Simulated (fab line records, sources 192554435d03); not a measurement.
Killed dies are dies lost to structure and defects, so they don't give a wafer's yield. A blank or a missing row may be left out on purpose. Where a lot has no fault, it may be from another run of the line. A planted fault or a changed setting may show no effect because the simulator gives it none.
What tool caused it? | flow n5Finfet | 9 lots, 27 wafers sampled, at 5 steps of a route of 1938

## WHAT THE GAUGES SHOWED, per wafer
N5_BEOL_M4_RC_MEAS_101. Usual: DIBL_N 36.3 mV/V, standard deviation 1.9; DIBL_P 36.0 mV/V, standard deviation 2.1; IOFF_N 0.16 nA/um, standard deviation 0.031; IOFF_P 0.21 nA/um, standard deviation 0.035; ION_N 675 uA/um, standard deviation 14; ION_P 464 uA/um, standard deviation 8.5; SS_N 71.5 mV/dec, standard deviation 0.6; SS_P 73.3 mV/dec, standard deviation 0.72; VT_N 250 mV, standard deviation 3.2; VT_P -250 mV, standard deviation 3.1.
lot  | measured     | on        | DIBL_N (mV/V)  | DIBL_P (mV/V)  | IOFF_N (nA/um) | IOFF_P (nA/um) | ION_N (uA/um) | ION_P (uA/um) | SS_N (mV/dec)  | SS_P (mV/dec)  | VT_N (mV)   | VT_P (mV)      | flag
L834 | day 7 18:26  | prober-02 | 37.9 38.2 37.5 | 38.3 39.7 38.2 | 0.19 0.21 0.19 | 0.27 0.31 0.27 | 683 705 688   | 472 484 470   | 71.8 71.7 71.7 | 74.1 74.4 74.0 | 247 245 245 | -245 -244 -246 | 
L836 | day 8 06:11  | prober-01 | 33.5 37.7 34.6 | 31.3 36.1 32.5 | 0.11 0.17 0.13 | 0.14 0.20 0.15 | 649 662 664   | 443 455 452   | 70.3 72.0 71.9 | 72.5 73.5 72.4 | 254 253 253 | -258 -252 -256 | 
L837 | day 8 15:01  | prober-01 | 34.5 34.5 39.1 | 36.0 36.8 41.7 | 0.14 0.14 0.24 | 0.19 0.20 0.29 | 691 673 698   | 475 464 470   | 70.4 70.9 71.9 | 73.7 74.3 74.9 | 249 251 242 | -252 -250 -247 | 
L838 | day 8 18:02  | prober-02 | 36.8 35.1 34.9 | 36.4 34.4 34.6 | 0.15 0.13 0.13 | 0.20 0.18 0.18 | 654 664 668   | 452 455 459   | 72.1 70.7 71.4 | 73.0 72.6 73.1 | 254 253 253 | -254 -253 -253 | 
L846 | day 14 14:58 | prober-01 | 36.0 35.4 36.2 | 36.1 35.1 35.1 | 0.17 0.16 0.17 | 0.25 0.23 0.22 | 686 680 678   | 473 468 467   | 71.2 71.6 71.7 | 72.8 72.9 73.2 | 246 247 247 | -243 -249 -248 | 
L847 | day 14 08:04 | prober-02 | 37.1 37.8 36.8 | 36.4 38.5 35.7 | 0.16 0.18 0.15 | 0.20 0.25 0.21 | 672 673 676   | 461 468 469   | 72.1 71.9 71.6 | 73.9 74.0 73.9 | 255 251 251 | -252 -248 -250 | 
L852 | day 13 19:43 | prober-02 | 37.5 39.9 40.5 | 35.8 38.6 39.5 | 0.16 0.21 0.24 | 0.21 0.25 0.27 | 694 683 715   | 471 462 481   | 71.5 72.6 72.2 | 74.1 74.0 74.0 | 249 245 244 | -249 -247 -245 | 
L854 | day 13 01:41 | prober-01 | 35.2 35.7 37.2 | 36.5 36.8 39.7 | 0.14 0.16 0.19 | 0.17 0.18 0.22 | 678 681 698   | 458 457 471   | 70.4 71.7 72.5 | 72.9 73.2 73.5 | 248 248 246 | -257 -254 -250 | 
L857 | day 15 04:40 | prober-01 | 36.2 36.5 36.9 | 36.7 36.7 37.3 | 0.15 0.15 0.16 | 0.21 0.21 0.21 | 668 668 665   | 460 458 457   | 71.1 70.7 71.4 | 73.1 73.2 74.1 | 250 251 251 | -249 -248 -250 | 

## TOOL THAT RAN EACH LOT (tool first, then ch and the chambers of the sampled wafers, then the start)
lot  | N5_FIN_SAQP_ETCH_65            | N5_FIN_SAQP_MANDREL_ETCH_58    | N5_FIN_SAQP_STRIP_77             | N5_FIN_SAQP_ETCH_64
L834 | rieSi-01 ch 0,2, day 2 01:05   | rieSi-01 ch 0,2, day 2 01:07   | rieDiel-03 ch 0,2, day 2 02:37   | rieSi-02 ch 1,2, day 2 02:47
L836 | rieSi-02 ch 1,3, day 2 12:44   | rieSi-02 ch 1,3, day 2 12:46   | rieDiel-04 ch 0,1,2, day 2 14:48 | rieSi-01 ch 0,3, day 2 14:59
L837 | rieSi-01 ch 2,3, day 2 18:23   | rieSi-01 ch 2,3, day 2 18:25   | rieDiel-02 ch 1,2,3, day 2 20:04 | rieSi-06 ch 0,2, day 2 20:14
L838 | rieSi-01 ch 1,2,3, day 2 23:49 | rieSi-01 ch 1,2,3, day 2 23:50 | rieDiel-04 ch 0,1,2, day 3 01:20 | rieSi-01 ch 1,3, day 3 01:31
L846 | rieSi-01 ch 1,3, day 5 04:28   | rieSi-01 ch 1,3, day 5 04:29   | rieDiel-03 ch 0,3, day 5 06:06   | rieSi-01 ch 0,1,2, day 5 06:17
L847 | rieSi-01 ch 0,1,3, day 5 08:05 | rieSi-01 ch 0,1,3, day 5 08:07 | rieDiel-04 ch 0,2,3, day 5 09:55 | rieSi-01 ch 0,1,2, day 5 10:06
L852 | rieSi-01 ch 1,2, day 6 12:14   | rieSi-01 ch 1,2, day 6 12:17   | rieDiel-02 ch 0,2,3, day 6 13:46 | rieSi-06 ch 1,2, day 6 13:56
L854 | rieSi-02 ch 0,1,2, day 7 01:37 | rieSi-02 ch 0,1,2, day 7 01:39 | rieDiel-04 ch 0,2,3, day 7 03:08 | rieSi-02 ch 0,2,3, day 7 03:19
L857 | rieSi-01 ch 1,2,3, day 7 23:20 | rieSi-01 ch 1,2,3, day 7 23:22 | rieDiel-02 ch 0,2,3, day 8 01:21 | rieSi-01 ch 1,2,3, day 8 01:31
- N5_FIN_SAQP_ETCH_65: etches SiO2 in CF4, target depth 4 nm, time 4.4 s.
- N5_FIN_SAQP_MANDREL_ETCH_58: etches a-Si in HBr/Cl2, stops on SiNx, target depth 45 nm, bt time 10 s, time 27 s.
- N5_FIN_SAQP_STRIP_77: strips in N2/H2, time 90 s.
- N5_FIN_SAQP_ETCH_64: etches SiO2 in CF4, target depth 1.5 nm.

## AS READ BY THE TOOLS THEMSELVES (means over the sampled wafers that have a number; for cases with no such wafer, the mark the record gives instead)
N5_FIN_SAQP_ETCH_65. Usual: drypumpMotorCurrentA 5.8 A, standard deviation 0.59; oesProductAu 1.014 a.u., standard deviation 0.021; throttleValvePct 21.69 %, standard deviation 0.25.
lot  | tool     | drypumpMotorCurrentA (A) | oesProductAu (a.u.) | throttleValvePct (%) | flag
L834 | rieSi-01 | 6.3                      | 1.023               | 21.62                | 
L836 | rieSi-02 | 6.2                      | 0.990               | 21.49                | 
L837 | rieSi-01 | 6.2                      | 1.013               | 21.52                | 
L838 | rieSi-01 | 5.9                      | 1.009               | 21.70                | 
L846 | rieSi-01 | 5.6                      | 0.999               | 21.88                | 
L847 | rieSi-01 | 5.4                      | 1.005               | 21.77                | 
L852 | rieSi-01 | 6.1                      | 1.002               | 21.93                | 
L854 | rieSi-02 | 5.9                      | 1.022               | 21.65                | 
L857 | rieSi-01 | 5.9                      | 1.006               | 21.70                | 

N5_FIN_SAQP_MANDREL_ETCH_58. Usual: drypumpMotorCurrentA 5.8 A, standard deviation 0.59; oesProductAu 0.702 a.u., standard deviation 0.014; throttleValvePct 35.42 %, standard deviation 0.23.
lot  | tool     | drypumpMotorCurrentA (A) | oesProductAu (a.u.) | throttleValvePct (%) | flag
L834 | rieSi-01 | 6.3                      | 0.705               | 35.29                | 
L836 | rieSi-02 | 6.2                      | 0.699               | 35.48                | 
L837 | rieSi-01 | 6.2                      | 0.712               | 35.24                | 
L838 | rieSi-01 | 5.9                      | 0.706               | 35.41                | 
L846 | rieSi-01 | 5.6                      | 0.697               | 35.58                | 
L847 | rieSi-01 | 5.4                      | 0.694               | 35.50                | 
L852 | rieSi-01 | 6.1                      | 0.696               | 35.55                | 
L854 | rieSi-02 | 5.9                      | 0.714               | 35.45                | 
L857 | rieSi-01 | 5.9                      | 0.702               | 35.42                | 

N5_FIN_SAQP_STRIP_77. Usual: biasPowerW 3.000 W, standard deviation 0.0092; drypumpMotorCurrentA 6.0 A, standard deviation 0.43; h2FlowSccm 300.0 sccm, standard deviation 0.89; oesProductAu 0.82 a.u., standard deviation 0.1; rfVppV 45.2 V, standard deviation 0.87; showerheadPlenumPTorr 3.36 Torr, standard deviation 0.13; throttleValvePct 12.18 %, standard deviation 0.29.
lot  | tool       | biasPowerW (W) | drypumpMotorCurrentA (A) | h2FlowSccm (sccm) | oesProductAu (a.u.) | rfVppV (V) | showerheadPlenumPTorr (Torr) | throttleValvePct (%) | flag
L834 | rieDiel-03 | 2.994          | 5.5                      | 300.0             | 0.75                | 45.0       | 3.28                         | 12.35                | 
L836 | rieDiel-04 | 3.001          | 6.3                      | 299.5             | 0.81                | 44.5       | 3.33                         | 12.27                | 
L837 | rieDiel-02 | 2.992          | 6.2                      | 300.4             | 0.75                | 45.6       | 3.42                         | 12.33                | 
L838 | rieDiel-04 | 3.005          | 6.3                      | 300.3             | 0.80                | 45.2       | 3.33                         | 12.28                | 
L846 | rieDiel-03 | 2.999          | 5.6                      | 299.3             | 0.79                | 44.8       | 3.33                         | 12.23                | 
L847 | rieDiel-04 | 3.008          | 6.0                      | 300.3             | 0.88                | 44.6       | 3.27                         | 12.01                | 
L852 | rieDiel-02 | 2.993          | 6.3                      | 299.5             | 0.82                | 45.5       | 3.41                         | 12.18                | 
L854 | rieDiel-04 | 2.999          | 6.0                      | 299.9             | 0.84                | 44.5       | 3.27                         | 12.03                | 
L857 | rieDiel-02 | 3.001          | 6.2                      | 300.9             | 0.81                | 45.7       | 3.40                         | 12.22                | 

N5_FIN_SAQP_ETCH_64. Usual: drypumpMotorCurrentA 5.7 A, standard deviation 0.55; oesProductAu 1.014 a.u., standard deviation 0.022; throttleValvePct 21.71 %, standard deviation 0.26.
lot  | tool     | drypumpMotorCurrentA (A) | oesProductAu (a.u.) | throttleValvePct (%) | flag
L834 | rieSi-02 | 6.3                      | 1.031               | 21.70                | 
L836 | rieSi-01 | 5.2                      | 1.019               | 21.55                | 
L837 | rieSi-06 | 5.2                      | 1.011               | 22.08                | 
L838 | rieSi-01 | 5.6                      | 1.000               | 21.88                | 
L846 | rieSi-01 | 6.0                      | 1.100               | 21.85                | OFF
L847 | rieSi-01 | 6.0                      | 1.099               | 21.85                | OFF
L852 | rieSi-06 | 5.6                      | 1.023               | 21.70                | 
L854 | rieSi-02 | 5.7                      | 1.003               | 21.60                | 
L857 | rieSi-01 | 5.9                      | 1.017               | 21.72                | 

## THE ANSWER, worked out from the rows above alone
Rule: take the mean of a lot's wafers that have a number; if it is more than 3 standard deviations from the usual mean, the lot is off. Also off: a lot with no number at a reading for which 4 or more lots have one. Any other lot the step has rows for is counted as sound. Order of review: gauges by route order, followed by the tools' own readings, for which a lot's mean as printed above is used. The first step at which some lot is off is used, and at that step the reading that is off furthest; a lot without a number counts as furthest.
Off at N5_FIN_SAQP_ETCH_64 (oesProductAu): L846, L847.
A tool fits if, at that step or a process step before it, it ran every lot that is off, and no sound lot after the first of them. No candidate that was tried fits.

## WHAT HAD BEEN PUT IN BY THE SIMULATOR
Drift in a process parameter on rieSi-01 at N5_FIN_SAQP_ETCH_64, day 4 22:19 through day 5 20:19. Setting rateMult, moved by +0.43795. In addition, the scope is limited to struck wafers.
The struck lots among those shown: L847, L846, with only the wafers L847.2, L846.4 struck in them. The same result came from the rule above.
